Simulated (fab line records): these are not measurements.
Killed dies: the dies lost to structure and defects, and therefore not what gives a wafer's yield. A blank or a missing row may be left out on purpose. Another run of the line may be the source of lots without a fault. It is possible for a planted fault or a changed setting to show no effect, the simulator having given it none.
Which tool did it? || flow n5-finfet || 10 lots, 30 wafers sampled, at 5 steps of a route of 1938

## WHAT EACH GAUGE READ, for each wafer
No reading from a measuring or inspecting step in the record can be judged against a usual standard deviation.

## TOOL THAT RAN EACH LOT (tool first, then ch and the chambers of the sampled wafers, then the start)
{"lot": "L101", "N5_BEOL_M10_ETCH_41": "rie-diel-02 ch 0,1,2, day 11 15:36 or earlier", "N5_BEOL_M10_ALD_74": "ald-metal-04 ch 0,1,2, day 11 15:36", "N5_BEOL_M10_CMP_52": "cmp-02 ch 0,1,3, day 11 16:46", "N5_BEOL_M11_ILD_DEP_00": "pecvd-01 ch 0,1,2, day 11 17:13", "N5_PASSIVATION_PROBE_49": "prober-02, day 13 16:58"}
{"lot": "L100", "N5_BEOL_M10_ETCH_41": "rie-diel-05 ch 1,2,3, day 11 21:56 or earlier", "N5_BEOL_M10_ALD_74": "ald-metal-04 ch 1,2, day 11 21:56", "N5_BEOL_M10_CMP_52": "cmp-02 ch 2,3, day 11 23:02", "N5_BEOL_M11_ILD_DEP_00": "pecvd-02 ch 0,1,2, day 11 23:31", "N5_PASSIVATION_PROBE_49": "prober-01, day 13 21:14"}
{"lot": "L103", "N5_BEOL_M10_ETCH_41": "rie-diel-02 ch 1,2,3, day 12 14:45 or earlier", "N5_BEOL_M10_ALD_74": "ald-metal-03 ch 0,1,2, day 12 14:45", "N5_BEOL_M10_CMP_52": "cmp-04 ch 0,2,3, day 12 15:56", "N5_BEOL_M11_ILD_DEP_00": "pecvd-04 ch 1,2, day 12 16:26", "N5_PASSIVATION_PROBE_49": "prober-02, day 14 21:04"}
{"lot": "L105", "N5_BEOL_M10_ETCH_41": "rie-diel-02 ch 0,1,3, day 13 05:22 or earlier", "N5_BEOL_M10_ALD_74": "ald-metal-03 ch 0,3, day 13 05:22", "N5_BEOL_M10_CMP_52": "cmp-02 ch 0,1,3, day 13 07:42", "N5_BEOL_M11_ILD_DEP_00": "pecvd-04 ch 1,2, day 13 08:09", "N5_PASSIVATION_PROBE_49": "prober-02, day 15 10:49"}
{"lot": "L107", "N5_BEOL_M10_ETCH_41": "rie-diel-05 ch 0,1, day 14 01:33 or earlier", "N5_BEOL_M10_ALD_74": "ald-metal-01 ch 0,3, day 14 01:33", "N5_BEOL_M10_CMP_52": "cmp-02 ch 1,2, day 14 04:38", "N5_BEOL_M11_ILD_DEP_00": "pecvd-01 ch 1,2, day 14 05:06", "N5_PASSIVATION_PROBE_49": "prober-01, day 16 13:22"}
{"lot": "L106", "N5_BEOL_M10_ETCH_41": "rie-diel-05 ch 0,1, day 14 12:49 or earlier", "N5_BEOL_M10_ALD_74": "ald-metal-03 ch 0,1,3, day 14 12:49", "N5_BEOL_M10_CMP_52": "cmp-03 ch 0,1,3, day 14 15:40", "N5_BEOL_M11_ILD_DEP_00": "pecvd-04 ch 0,1,2, day 14 16:10", "N5_PASSIVATION_PROBE_49": "prober-01, day 16 23:53"}
{"lot": "L108", "N5_BEOL_M10_ETCH_41": "rie-diel-02 ch 0,2, day 14 14:38 or earlier", "N5_BEOL_M10_ALD_74": "ald-metal-04 ch 0,2,3, day 14 14:38", "N5_BEOL_M10_CMP_52": "cmp-04 ch 0,1,2, day 14 16:46", "N5_BEOL_M11_ILD_DEP_00": "pecvd-04 ch 0,1,2, day 14 17:15", "N5_PASSIVATION_PROBE_49": "prober-02, day 16 21:56"}
{"lot": "L114", "N5_BEOL_M10_ETCH_41": "rie-diel-05 ch 1,2, day 15 14:38 or earlier", "N5_BEOL_M10_ALD_74": "ald-metal-01 ch 0,3, day 15 14:38", "N5_BEOL_M10_CMP_52": "cmp-02 ch 0,1,3, day 15 16:51", "N5_BEOL_M11_ILD_DEP_00": "pecvd-04 ch 1,2, day 15 17:18", "N5_PASSIVATION_PROBE_49": "prober-01, day 18 01:30"}
{"lot": "L117", "N5_BEOL_M10_ETCH_41": "rie-diel-03 ch 0,1,3, day 16 04:58 or earlier", "N5_BEOL_M10_ALD_74": "ald-metal-03 ch 0,3, day 16 04:58", "N5_BEOL_M10_CMP_52": "cmp-02 ch 0,1,3, day 16 06:22", "N5_BEOL_M11_ILD_DEP_00": "pecvd-04 ch 1,2, day 16 06:50", "N5_PASSIVATION_PROBE_49": "prober-02, day 18 18:21"}
{"lot": "L116", "N5_BEOL_M10_ETCH_41": "rie-diel-05 ch 0,1,2, day 16 05:34 or earlier", "N5_BEOL_M10_ALD_74": "ald-metal-01 ch 1,2,3, day 16 05:34", "N5_BEOL_M10_CMP_52": "cmp-02 ch 0,1,3, day 16 07:00", "N5_BEOL_M11_ILD_DEP_00": "pecvd-01 ch 0,1,2, day 16 07:29", "N5_PASSIVATION_PROBE_49": "prober-02, day 18 22:58"}
- N5_BEOL_M10_ETCH_41: etches SiCN in CH3F/O2, target depth 42.6 nm, time 86 s.
- N5_BEOL_M10_ALD_74: deposits TaN, target thk 2 nm, pulse time 2 s, purge time 3 s.
- N5_BEOL_M10_CMP_52: polishes, stops on SiCOH lowk, t overpolish 7 s, target thk 140 nm.
- N5_BEOL_M11_ILD_DEP_00: deposits SiCOH lowk from DEMS/porogen, target thk 308.51 nm, time 58 s.
- N5_PASSIVATION_PROBE_49

## AS READ BY THE TOOLS THEMSELVES (means over the sampled wafers that have a number; for cases with no such wafer, the mark the record gives instead)
N5_BEOL_M10_ETCH_41. Usual: drypump-motor-current-A 5.7 A, standard deviation 0.4; oes-product-au 0.81 a.u., standard deviation 0.078; rf-vpp-V 297.6 V, standard deviation 1.4; showerhead-plenum-p-Torr 2.02 Torr, standard deviation 0.059; throttle-valve-pct 16.32 %, standard deviation 0.2.
{"lot": "L101", "tool": "rie-diel-02", "drypump-motor-current-A (A)": 5.7, "oes-product-au (a.u.)": 0.83, "rf-vpp-V (V)": 299.4, "showerhead-plenum-p-Torr (Torr)": 2.06, "throttle-valve-pct (%)": 16.13, "flag": ""}
{"lot": "L100", "tool": "rie-diel-05", "drypump-motor-current-A (A)": 6.0, "oes-product-au (a.u.)": 0.78, "rf-vpp-V (V)": 296.5, "showerhead-plenum-p-Torr (Torr)": 1.98, "throttle-valve-pct (%)": 16.46, "flag": ""}
{"lot": "L103", "tool": "rie-diel-02", "drypump-motor-current-A (A)": 5.5, "oes-product-au (a.u.)": 0.76, "rf-vpp-V (V)": 297.6, "showerhead-plenum-p-Torr (Torr)": 2.00, "throttle-valve-pct (%)": 16.34, "flag": ""}
{"lot": "L105", "tool": "rie-diel-02", "drypump-motor-current-A (A)": 5.8, "oes-product-au (a.u.)": 0.78, "rf-vpp-V (V)": 297.0, "showerhead-plenum-p-Torr (Torr)": 2.00, "throttle-valve-pct (%)": 16.29, "flag": ""}
{"lot": "L107", "tool": "rie-diel-05", "drypump-motor-current-A (A)": 5.8, "oes-product-au (a.u.)": 0.73, "rf-vpp-V (V)": 297.5, "showerhead-plenum-p-Torr (Torr)": 2.00, "throttle-valve-pct (%)": 16.35, "flag": ""}
{"lot": "L106", "tool": "rie-diel-05", "drypump-motor-current-A (A)": 5.7, "oes-product-au (a.u.)": 0.73, "rf-vpp-V (V)": 298.0, "showerhead-plenum-p-Torr (Torr)": 2.00, "throttle-valve-pct (%)": 16.35, "flag": ""}
{"lot": "L108", "tool": "rie-diel-02", "drypump-motor-current-A (A)": 5.8, "oes-product-au (a.u.)": 0.79, "rf-vpp-V (V)": 299.1, "showerhead-plenum-p-Torr (Torr)": 2.07, "throttle-valve-pct (%)": 16.29, "flag": ""}
{"lot": "L114", "tool": "rie-diel-05", "drypump-motor-current-A (A)": 6.1, "oes-product-au (a.u.)": 0.79, "rf-vpp-V (V)": 296.1, "showerhead-plenum-p-Torr (Torr)": 1.92, "throttle-valve-pct (%)": 16.37, "flag": ""}
{"lot": "L117", "tool": "rie-diel-03", "drypump-motor-current-A (A)": 5.6, "oes-product-au (a.u.)": 0.78, "rf-vpp-V (V)": 296.8, "showerhead-plenum-p-Torr (Torr)": 2.02, "throttle-valve-pct (%)": 16.49, "flag": ""}
{"lot": "L116", "tool": "rie-diel-05", "drypump-motor-current-A (A)": 6.1, "oes-product-au (a.u.)": 0.86, "rf-vpp-V (V)": 296.3, "showerhead-plenum-p-Torr (Torr)": 1.96, "throttle-valve-pct (%)": 16.26, "flag": ""}

N5_BEOL_M10_ALD_74. Usual: heater-power-w 434 W, standard deviation 27; precursor-vessel-pressure-torr 26.24 Torr, standard deviation 0.056; susceptor-temp-C 274.96 C, standard deviation 0.18.
{"lot": "L101", "tool": "ald-metal-04", "heater-power-w (W)": 416, "precursor-vessel-pressure-torr (Torr)": 26.22, "susceptor-temp-C (C)": 275.04, "flag": ""}
{"lot": "L100", "tool": "ald-metal-04", "heater-power-w (W)": 430, "precursor-vessel-pressure-torr (Torr)": 26.26, "susceptor-temp-C (C)": 274.73, "flag": ""}
{"lot": "L103", "tool": "ald-metal-03", "heater-power-w (W)": 425, "precursor-vessel-pressure-torr (Torr)": 26.25, "susceptor-temp-C (C)": 275.10, "flag": ""}
{"lot": "L105", "tool": "ald-metal-03", "heater-power-w (W)": 454, "precursor-vessel-pressure-torr (Torr)": 26.22, "susceptor-temp-C (C)": 274.92, "flag": ""}
{"lot": "L107", "tool": "ald-metal-01", "heater-power-w (W)": 431, "precursor-vessel-pressure-torr (Torr)": 26.28, "susceptor-temp-C (C)": 275.01, "flag": ""}
{"lot": "L106", "tool": "ald-metal-03", "heater-power-w (W)": 438, "precursor-vessel-pressure-torr (Torr)": 26.25, "susceptor-temp-C (C)": 275.13, "flag": ""}
{"lot": "L108", "tool": "ald-metal-04", "heater-power-w (W)": 426, "precursor-vessel-pressure-torr (Torr)": 26.26, "susceptor-temp-C (C)": 274.97, "flag": ""}
{"lot": "L114", "tool": "ald-metal-01", "heater-power-w (W)": 424, "precursor-vessel-pressure-torr (Torr)": 26.27, "susceptor-temp-C (C)": 275.14, "flag": ""}
{"lot": "L117", "tool": "ald-metal-03", "heater-power-w (W)": 458, "precursor-vessel-pressure-torr (Torr)": 26.26, "susceptor-temp-C (C)": 275.06, "flag": ""}
{"lot": "L116", "tool": "ald-metal-01", "heater-power-w (W)": 439, "precursor-vessel-pressure-torr (Torr)": 26.22, "susceptor-temp-C (C)": 274.70, "flag": ""}

N5_BEOL_M10_CMP_52. Usual: barrier-field-endpoint-s 28.9 s, standard deviation 0.87; edge-zone-pressure-frac 0.999, standard deviation 0.0049; motor-current-A 6.2 A, standard deviation 0.8; overpolish-run-s 7.000 s, standard deviation 0.0086; platen-rpm 50.01 rpm, standard deviation 0.031; time-to-endpoint-s 66 s, standard deviation 4.
{"lot": "L101", "tool": "cmp-02", "barrier-field-endpoint-s (s)": 28.5, "edge-zone-pressure-frac": 1.000, "motor-current-A (A)": 5.8, "overpolish-run-s (s)": 6.996, "platen-rpm (rpm)": 49.99, "time-to-endpoint-s (s)": 65, "flag": ""}
{"lot": "L100", "tool": "cmp-02", "barrier-field-endpoint-s (s)": 28.6, "edge-zone-pressure-frac": 0.998, "motor-current-A (A)": 6.6, "overpolish-run-s (s)": 6.993, "platen-rpm (rpm)": 50.03, "time-to-endpoint-s (s)": 62, "flag": ""}
{"lot": "L103", "tool": "cmp-04", "barrier-field-endpoint-s (s)": 27.6, "edge-zone-pressure-frac": 1.000, "motor-current-A (A)": 6.1, "overpolish-run-s (s)": 7.001, "platen-rpm (rpm)": 49.99, "time-to-endpoint-s (s)": 67, "flag": ""}
{"lot": "L105", "tool": "cmp-02", "barrier-field-endpoint-s (s)": 28.9, "edge-zone-pressure-frac": 0.998, "motor-current-A (A)": 6.0, "overpolish-run-s (s)": 7.004, "platen-rpm (rpm)": 49.99, "time-to-endpoint-s (s)": 64, "flag": ""}
{"lot": "L107", "tool": "cmp-02", "barrier-field-endpoint-s (s)": 30.0, "edge-zone-pressure-frac": 0.999, "motor-current-A (A)": 7.0, "overpolish-run-s (s)": 6.999, "platen-rpm (rpm)": 49.99, "time-to-endpoint-s (s)": 68, "flag": ""}
{"lot": "L106", "tool": "cmp-03", "barrier-field-endpoint-s (s)": 29.0, "edge-zone-pressure-frac": 1.001, "motor-current-A (A)": 5.5, "overpolish-run-s (s)": 6.998, "platen-rpm (rpm)": 50.02, "time-to-endpoint-s (s)": 66, "flag": ""}
{"lot": "L108", "tool": "cmp-04", "barrier-field-endpoint-s (s)": 29.1, "edge-zone-pressure-frac": 1.001, "motor-current-A (A)": 5.8, "overpolish-run-s (s)": 7.002, "platen-rpm (rpm)": 49.99, "time-to-endpoint-s (s)": 65, "flag": ""}
{"lot": "L114", "tool": "cmp-02", "barrier-field-endpoint-s (s)": 29.0, "edge-zone-pressure-frac": 1.003, "motor-current-A (A)": 5.8, "overpolish-run-s (s)": 7.000, "platen-rpm (rpm)": 50.68, "time-to-endpoint-s (s)": 68, "flag": "OFF"}
{"lot": "L117", "tool": "cmp-02", "barrier-field-endpoint-s (s)": 29.0, "edge-zone-pressure-frac": 0.997, "motor-current-A (A)": 5.8, "overpolish-run-s (s)": 6.999, "platen-rpm (rpm)": 50.69, "time-to-endpoint-s (s)": 70, "flag": "OFF"}
{"lot": "L116", "tool": "cmp-02", "barrier-field-endpoint-s (s)": 28.8, "edge-zone-pressure-frac": 0.996, "motor-current-A (A)": 5.8, "overpolish-run-s (s)": 7.010, "platen-rpm (rpm)": 50.69, "time-to-endpoint-s (s)": 70, "flag": "OFF"}

N5_BEOL_M11_ILD_DEP_00. Usual: heater-power-w 324 W, standard deviation 43; showerhead-plenum-p-Torr 5.735 Torr, standard deviation 0.016; susceptor-temp-C 299.95 C, standard deviation 0.19; throttle-valve-pct 13.8 %, standard deviation 0.6.
{"lot": "L101", "tool": "pecvd-01", "heater-power-w (W)": 309, "showerhead-plenum-p-Torr (Torr)": 5.732, "susceptor-temp-C (C)": 299.89, "throttle-valve-pct (%)": 13.7, "flag": ""}
{"lot": "L100", "tool": "pecvd-02", "heater-power-w (W)": 302, "showerhead-plenum-p-Torr (Torr)": 5.735, "susceptor-temp-C (C)": 300.10, "throttle-valve-pct (%)": 13.4, "flag": ""}
{"lot": "L103", "tool": "pecvd-04", "heater-power-w (W)": 329, "showerhead-plenum-p-Torr (Torr)": 5.743, "susceptor-temp-C (C)": 299.79, "throttle-valve-pct (%)": 13.9, "flag": ""}
{"lot": "L105", "tool": "pecvd-04", "heater-power-w (W)": 303, "showerhead-plenum-p-Torr (Torr)": 5.736, "susceptor-temp-C (C)": 300.13, "throttle-valve-pct (%)": 14.4, "flag": ""}
{"lot": "L107", "tool": "pecvd-01", "heater-power-w (W)": 290, "showerhead-plenum-p-Torr (Torr)": 5.741, "susceptor-temp-C (C)": 300.00, "throttle-valve-pct (%)": 13.6, "flag": ""}
{"lot": "L106", "tool": "pecvd-04", "heater-power-w (W)": 338, "showerhead-plenum-p-Torr (Torr)": 5.736, "susceptor-temp-C (C)": 300.00, "throttle-valve-pct (%)": 13.8, "flag": ""}
{"lot": "L108", "tool": "pecvd-04", "heater-power-w (W)": 344, "showerhead-plenum-p-Torr (Torr)": 5.736, "susceptor-temp-C (C)": 299.98, "throttle-valve-pct (%)": 13.9, "flag": ""}
{"lot": "L114", "tool": "pecvd-04", "heater-power-w (W)": 287, "showerhead-plenum-p-Torr (Torr)": 5.742, "susceptor-temp-C (C)": 299.86, "throttle-valve-pct (%)": 14.5, "flag": ""}
{"lot": "L117", "tool": "pecvd-04", "heater-power-w (W)": 333, "showerhead-plenum-p-Torr (Torr)": 5.753, "susceptor-temp-C (C)": 299.67, "throttle-valve-pct (%)": 14.0, "flag": ""}
{"lot": "L116", "tool": "pecvd-01", "heater-power-w (W)": 301, "showerhead-plenum-p-Torr (Torr)": 5.735, "susceptor-temp-C (C)": 300.02, "throttle-valve-pct (%)": 13.9, "flag": ""}

N5_PASSIVATION_PROBE_49. Usual: defect-limited-yield 91.0 %, standard deviation 1.4; killed_at_M0_to_M3 34, standard deviation 10; killed_at_M4_up 15, standard deviation 5.5; killed-at-contacts 12, standard deviation 6.1; killed-at-front-end 41, standard deviation 12; killed-at-other 4, standard deviation 3.4; killed-dies 106, standard deviation 17; killed-open 70, standard deviation 13; killed-short 34, standard deviation 7.4; sort_bin_4_leakage 0.01 %, standard deviation 0.065; sort_bin_5_function 5.3 %, standard deviation 1; sort_bin_6_memory 3.4 %, standard deviation 0.69; sort-n-pass 1073, standard deviation 17; sort-yield-pct 91.0 %, standard deviation 1.4.
{"lot": "L101", "tool": "prober-02", "defect-limited-yield (%)": 90.5, "killed_at_M0_to_M3": 45, "killed_at_M4_up": 10, "killed-at-contacts": 10, "killed-at-front-end": 42, "killed-at-other": 6, "killed-dies": 112, "killed-open": 77, "killed-short": 34, "sort_bin_4_leakage (%)": 0.03, "sort_bin_5_function (%)": 5.6, "sort_bin_6_memory (%)": 3.4, "sort-n-pass": 1068, "sort-yield-pct (%)": 90.5, "flag": ""}
{"lot": "L100", "tool": "prober-01", "defect-limited-yield (%)": 91.2, "killed_at_M0_to_M3": 38, "killed_at_M4_up": 17, "killed-at-contacts": 11, "killed-at-front-end": 37, "killed-at-other": 1, "killed-dies": 103, "killed-open": 72, "killed-short": 27, "sort_bin_4_leakage (%)": 0.00, "sort_bin_5_function (%)": 4.7, "sort_bin_6_memory (%)": 3.8, "sort-n-pass": 1077, "sort-yield-pct (%)": 91.2, "flag": ""}
{"lot": "L103", "tool": "prober-02", "defect-limited-yield (%)": 91.0, "killed_at_M0_to_M3": 37, "killed_at_M4_up": 13, "killed-at-contacts": 15, "killed-at-front-end": 37, "killed-at-other": 5, "killed-dies": 106, "killed-open": 71, "killed-short": 32, "sort_bin_4_leakage (%)": 0.00, "sort_bin_5_function (%)": 5.7, "sort_bin_6_memory (%)": 3.1, "sort-n-pass": 1074, "sort-yield-pct (%)": 91.0, "flag": ""}
{"lot": "L105", "tool": "prober-02", "defect-limited-yield (%)": 90.5, "killed_at_M0_to_M3": 32, "killed_at_M4_up": 13, "killed-at-contacts": 18, "killed-at-front-end": 44, "killed-at-other": 6, "killed-dies": 112, "killed-open": 72, "killed-short": 39, "sort_bin_4_leakage (%)": 0.00, "sort_bin_5_function (%)": 5.6, "sort_bin_6_memory (%)": 3.5, "sort-n-pass": 1068, "sort-yield-pct (%)": 90.5, "flag": ""}
{"lot": "L107", "tool": "prober-01", "defect-limited-yield (%)": 89.0, "killed_at_M0_to_M3": 42, "killed_at_M4_up": 18, "killed-at-contacts": 15, "killed-at-front-end": 50, "killed-at-other": 5, "killed-dies": 130, "killed-open": 86, "killed-short": 42, "sort_bin_4_leakage (%)": 0.00, "sort_bin_5_function (%)": 6.7, "sort_bin_6_memory (%)": 3.9, "sort-n-pass": 1050, "sort-yield-pct (%)": 89.0, "flag": ""}
{"lot": "L106", "tool": "prober-01", "defect-limited-yield (%)": 90.8, "killed_at_M0_to_M3": 31, "killed_at_M4_up": 16, "killed-at-contacts": 10, "killed-at-front-end": 44, "killed-at-other": 8, "killed-dies": 109, "killed-open": 72, "killed-short": 35, "sort_bin_4_leakage (%)": 0.00, "sort_bin_5_function (%)": 5.5, "sort_bin_6_memory (%)": 3.4, "sort-n-pass": 1071, "sort-yield-pct (%)": 90.8, "flag": ""}
{"lot": "L108", "tool": "prober-02", "defect-limited-yield (%)": 90.6, "killed_at_M0_to_M3": 31, "killed_at_M4_up": 19, "killed-at-contacts": 6, "killed-at-front-end": 52, "killed-at-other": 2, "killed-dies": 110, "killed-open": 69, "killed-short": 32, "sort_bin_4_leakage (%)": 0.00, "sort_bin_5_function (%)": 5.5, "sort_bin_6_memory (%)": 3.1, "sort-n-pass": 1070, "sort-yield-pct (%)": 90.6, "flag": ""}
{"lot": "L114", "tool": "prober-01", "defect-limited-yield (%)": 90.4, "killed_at_M0_to_M3": 30, "killed_at_M4_up": 19, "killed-at-contacts": 22, "killed-at-front-end": 34, "killed-at-other": 8, "killed-dies": 113, "killed-open": 71, "killed-short": 38, "sort_bin_4_leakage (%)": 0.00, "sort_bin_5_function (%)": 5.4, "sort_bin_6_memory (%)": 3.7, "sort-n-pass": 1067, "sort-yield-pct (%)": 90.4, "flag": ""}
{"lot": "L117", "tool": "prober-02", "defect-limited-yield (%)": 89.4, "killed_at_M0_to_M3": 29, "killed_at_M4_up": 19, "killed-at-contacts": 12, "killed-at-front-end": 60, "killed-at-other": 5, "killed-dies": 125, "killed-open": 90, "killed-short": 32, "sort_bin_4_leakage (%)": 0.00, "sort_bin_5_function (%)": 6.3, "sort_bin_6_memory (%)": 4.0, "sort-n-pass": 1055, "sort-yield-pct (%)": 89.4, "flag": ""}
{"lot": "L116", "tool": "prober-02", "defect-limited-yield (%)": 91.1, "killed_at_M0_to_M3": 41, "killed_at_M4_up": 16, "killed-at-contacts": 11, "killed-at-front-end": 36, "killed-at-other": 1, "killed-dies": 105, "killed-open": 75, "killed-short": 29, "sort_bin_4_leakage (%)": 0.00, "sort_bin_5_function (%)": 5.2, "sort_bin_6_memory (%)": 3.4, "sort-n-pass": 1075, "sort-yield-pct (%)": 91.1, "flag": ""}

## THE ANSWER, worked out from the rows above alone
Rule: lot off if the mean of its wafers having a number is beyond 3 standard deviations from the usual mean. Also off: a lot with no number at a reading for which 4 or more lots have one. The other lots that the step has rows for count as sound. The gauges are gone through in route order, then the tools' own readings, and for those a lot's mean is taken as printed above. At the first step where some lot is off, the reading lying furthest off is the one used; lots without a number count as furthest.
Off, at N5_BEOL_M10_CMP_52 on platen-rpm: L114, L117, L116.
A tool fits if, at that step or a process step before it, it ran every lot that is off, and no sound lot after the first of them. With no start given for some of its lots, N5_BEOL_M10_ETCH_41 uses the hours and lot order of N5_BEOL_M10_ALD_74. One fits: cmp-02 at N5_BEOL_M10_CMP_52. A fault onset in the window from L107 (day 14 04:38, its last sound lot) to L114 (day 15 16:51, its first lot off) fits.
The tool's own readings at N5_BEOL_M10_CMP_52 bear it out: on the lots that are off they differ by more than 5 times the standard deviation of the sound lots' means. platen-rpm reads 50.69 rpm there against 50.00 rpm on the sound lots.

## WHAT THE SIMULATOR HAD PUT IN
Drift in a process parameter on cmp-02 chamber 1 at N5_BEOL_M10_CMP_52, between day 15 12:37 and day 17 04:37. Setting platen-rpm shifted by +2 from 50. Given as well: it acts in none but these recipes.
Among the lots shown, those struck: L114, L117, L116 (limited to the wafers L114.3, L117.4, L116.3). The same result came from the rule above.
